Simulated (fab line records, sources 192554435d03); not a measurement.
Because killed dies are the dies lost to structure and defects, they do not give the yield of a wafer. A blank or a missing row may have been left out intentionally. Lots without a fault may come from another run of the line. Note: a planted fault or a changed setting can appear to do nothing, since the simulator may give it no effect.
Matching of chambers || flow n5_finfet || N5_BEOL_M2_STRIP_19 on rie_diel-01 has 4 sister chambers
The step strips in O2. 24 wafers are shown with their chamber, then 12 later ones without.

== WAFERS, EACH WITH ITS CHAMBER ==
{"wafer": "L075.2", "chamber": 0, "drypump_motor_current_A (A)": 4.9, "showerhead_plenum_p_Torr (Torr)": 2.06, "throttle_valve_pct (%)": 16.76}
{"wafer": "L075.4", "chamber": 2, "drypump_motor_current_A (A)": 6.3, "showerhead_plenum_p_Torr (Torr)": 2.05, "throttle_valve_pct (%)": 16.76}
{"wafer": "L075.6", "chamber": 1, "drypump_motor_current_A (A)": 4.7, "showerhead_plenum_p_Torr (Torr)": 2.17, "throttle_valve_pct (%)": 16.74}
{"wafer": "L077.1", "chamber": 2, "drypump_motor_current_A (A)": 6.3, "showerhead_plenum_p_Torr (Torr)": 2.05, "throttle_valve_pct (%)": 16.74}
{"wafer": "L077.2", "chamber": 1, "drypump_motor_current_A (A)": 4.7, "showerhead_plenum_p_Torr (Torr)": 2.16, "throttle_valve_pct (%)": 16.78}
{"wafer": "L077.5", "chamber": 3, "drypump_motor_current_A (A)": 4.8, "showerhead_plenum_p_Torr (Torr)": 2.08, "throttle_valve_pct (%)": 16.65}
{"wafer": "L080.1", "chamber": 1, "drypump_motor_current_A (A)": 4.7, "showerhead_plenum_p_Torr (Torr)": 2.16, "throttle_valve_pct (%)": 16.77}
{"wafer": "L080.3", "chamber": 0, "drypump_motor_current_A (A)": 4.9, "showerhead_plenum_p_Torr (Torr)": 2.06, "throttle_valve_pct (%)": 16.42}
{"wafer": "L080.5", "chamber": 1, "drypump_motor_current_A (A)": 4.7, "showerhead_plenum_p_Torr (Torr)": 2.16, "throttle_valve_pct (%)": 16.76}
{"wafer": "L079.1", "chamber": 2, "drypump_motor_current_A (A)": 6.3, "showerhead_plenum_p_Torr (Torr)": 2.05, "throttle_valve_pct (%)": 16.77}
{"wafer": "L079.4", "chamber": 3, "drypump_motor_current_A (A)": 4.8, "showerhead_plenum_p_Torr (Torr)": 2.08, "throttle_valve_pct (%)": 16.67}
{"wafer": "L079.5", "chamber": 2, "drypump_motor_current_A (A)": 6.3, "showerhead_plenum_p_Torr (Torr)": 2.05, "throttle_valve_pct (%)": 16.79}
{"wafer": "L083.3", "chamber": 3, "drypump_motor_current_A (A)": 4.9, "showerhead_plenum_p_Torr (Torr)": 2.08, "throttle_valve_pct (%)": 16.68}
{"wafer": "L083.5", "chamber": 3, "drypump_motor_current_A (A)": 4.8, "showerhead_plenum_p_Torr (Torr)": 2.08, "throttle_valve_pct (%)": 16.69}
{"wafer": "L083.6", "chamber": 0, "drypump_motor_current_A (A)": 4.9, "showerhead_plenum_p_Torr (Torr)": 2.05, "throttle_valve_pct (%)": 16.43}
{"wafer": "L085.1", "chamber": 0, "drypump_motor_current_A (A)": 4.9, "showerhead_plenum_p_Torr (Torr)": 2.05, "throttle_valve_pct (%)": 16.43}
{"wafer": "L085.3", "chamber": 1, "drypump_motor_current_A (A)": 4.7, "showerhead_plenum_p_Torr (Torr)": 2.16, "throttle_valve_pct (%)": 16.80}
{"wafer": "L085.6", "chamber": 0, "drypump_motor_current_A (A)": 4.9, "showerhead_plenum_p_Torr (Torr)": 2.05, "throttle_valve_pct (%)": 16.45}
{"wafer": "L084.2", "chamber": 1, "drypump_motor_current_A (A)": 4.7, "showerhead_plenum_p_Torr (Torr)": 2.16, "throttle_valve_pct (%)": 16.80}
{"wafer": "L084.3", "chamber": 0, "drypump_motor_current_A (A)": 4.9, "showerhead_plenum_p_Torr (Torr)": 2.05, "throttle_valve_pct (%)": 16.43}
{"wafer": "L084.6", "chamber": 1, "drypump_motor_current_A (A)": 4.7, "showerhead_plenum_p_Torr (Torr)": 2.16, "throttle_valve_pct (%)": 16.77}
{"wafer": "L088.1", "chamber": 1, "drypump_motor_current_A (A)": 4.7, "showerhead_plenum_p_Torr (Torr)": 2.15, "throttle_valve_pct (%)": 16.80}
{"wafer": "L088.3", "chamber": 3, "drypump_motor_current_A (A)": 4.9, "showerhead_plenum_p_Torr (Torr)": 2.07, "throttle_valve_pct (%)": 16.28}
{"wafer": "L088.6", "chamber": 0, "drypump_motor_current_A (A)": 4.9, "showerhead_plenum_p_Torr (Torr)": 2.05, "throttle_valve_pct (%)": 16.45}

SIGNATURES, as means of the wafers listed above
{"reading": "drypump_motor_current_A", "chamber 0": 4.900, "chamber 1": 4.700, "chamber 2": 6.300, "chamber 3": 4.840, "scatter within a chamber": 0.0245}
{"reading": "showerhead_plenum_p_Torr", "chamber 0": 2.0529, "chamber 1": 2.1600, "chamber 2": 2.0500, "chamber 3": 2.0780, "scatter within a chamber": 0.0046}
{"reading": "throttle_valve_pct", "chamber 0": 16.4814, "chamber 1": 16.7775, "chamber 2": 16.7650, "chamber 3": 16.5940, "scatter within a chamber": 0.105}
Rule: a wafer lies at a distance from a chamber equal to the root of the sum of squares, over the readings, of (its reading less the chamber's mean, divided by the reading's scatter). If the next closest chamber is less than 2 further off than the closest, the wafer can't be placed; otherwise it belongs to the closest. The scatter: the root of (the sum of the squares of (reading less its chamber's mean) over the shown wafers, divided by (wafers less chambers)).

== WAFERS MISSING THEIR CHAMBER ==
{"wafer": "L089.2", "drypump_motor_current_A (A)": 4.9, "showerhead_plenum_p_Torr (Torr)": 2.07, "throttle_valve_pct (%)": 16.28}
{"wafer": "L089.5", "drypump_motor_current_A (A)": 4.9, "showerhead_plenum_p_Torr (Torr)": 2.07, "throttle_valve_pct (%)": 16.29}
{"wafer": "L089.6", "drypump_motor_current_A (A)": 4.7, "showerhead_plenum_p_Torr (Torr)": 2.15, "throttle_valve_pct (%)": 16.82}
{"wafer": "L090.2", "drypump_motor_current_A (A)": 4.7, "showerhead_plenum_p_Torr (Torr)": 2.15, "throttle_valve_pct (%)": 16.81}
{"wafer": "L090.5", "drypump_motor_current_A (A)": 6.3, "showerhead_plenum_p_Torr (Torr)": 2.04, "throttle_valve_pct (%)": 16.36}
{"wafer": "L090.6", "drypump_motor_current_A (A)": 4.7, "showerhead_plenum_p_Torr (Torr)": 2.15, "throttle_valve_pct (%)": 16.81}
{"wafer": "L094.1", "drypump_motor_current_A (A)": 4.7, "showerhead_plenum_p_Torr (Torr)": 2.15, "throttle_valve_pct (%)": 16.82}
{"wafer": "L094.3", "drypump_motor_current_A (A)": 6.3, "showerhead_plenum_p_Torr (Torr)": 2.04, "throttle_valve_pct (%)": 16.36}
{"wafer": "L094.5", "drypump_motor_current_A (A)": 6.3, "showerhead_plenum_p_Torr (Torr)": 2.04, "throttle_valve_pct (%)": 16.38}
{"wafer": "L097.1", "drypump_motor_current_A (A)": 4.7, "showerhead_plenum_p_Torr (Torr)": 2.15, "throttle_valve_pct (%)": 16.84}
{"wafer": "L097.2", "drypump_motor_current_A (A)": 4.9, "showerhead_plenum_p_Torr (Torr)": 2.07, "throttle_valve_pct (%)": 16.31}
{"wafer": "L097.6", "drypump_motor_current_A (A)": 4.7, "showerhead_plenum_p_Torr (Torr)": 2.15, "throttle_valve_pct (%)": 16.83}

== EACH ONE'S CHAMBER ==
{"wafer": "L089.2", "from the rows above": "can't be placed: 0 or 3", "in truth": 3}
{"wafer": "L089.5", "from the rows above": "can't be placed: 0 or 3", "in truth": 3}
{"wafer": "L089.6", "from the rows above": 1, "in truth": 1}
{"wafer": "L090.2", "from the rows above": 1, "in truth": 1}
{"wafer": "L090.5", "from the rows above": 2, "in truth": 2}
{"wafer": "L090.6", "from the rows above": 1, "in truth": 1}
{"wafer": "L094.1", "from the rows above": 1, "in truth": 1}
{"wafer": "L094.3", "from the rows above": 2, "in truth": 2}
{"wafer": "L094.5", "from the rows above": 2, "in truth": 2}
{"wafer": "L097.1", "from the rows above": 1, "in truth": 1}
{"wafer": "L097.2", "from the rows above": "can't be placed: 3 or 0", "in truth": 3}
{"wafer": "L097.6", "from the rows above": 1, "in truth": 1}
Correctly placed: 9 of 12. These rows do not allow placing 3 (true chamber among the candidates in 3). Wrongly placed: 0.
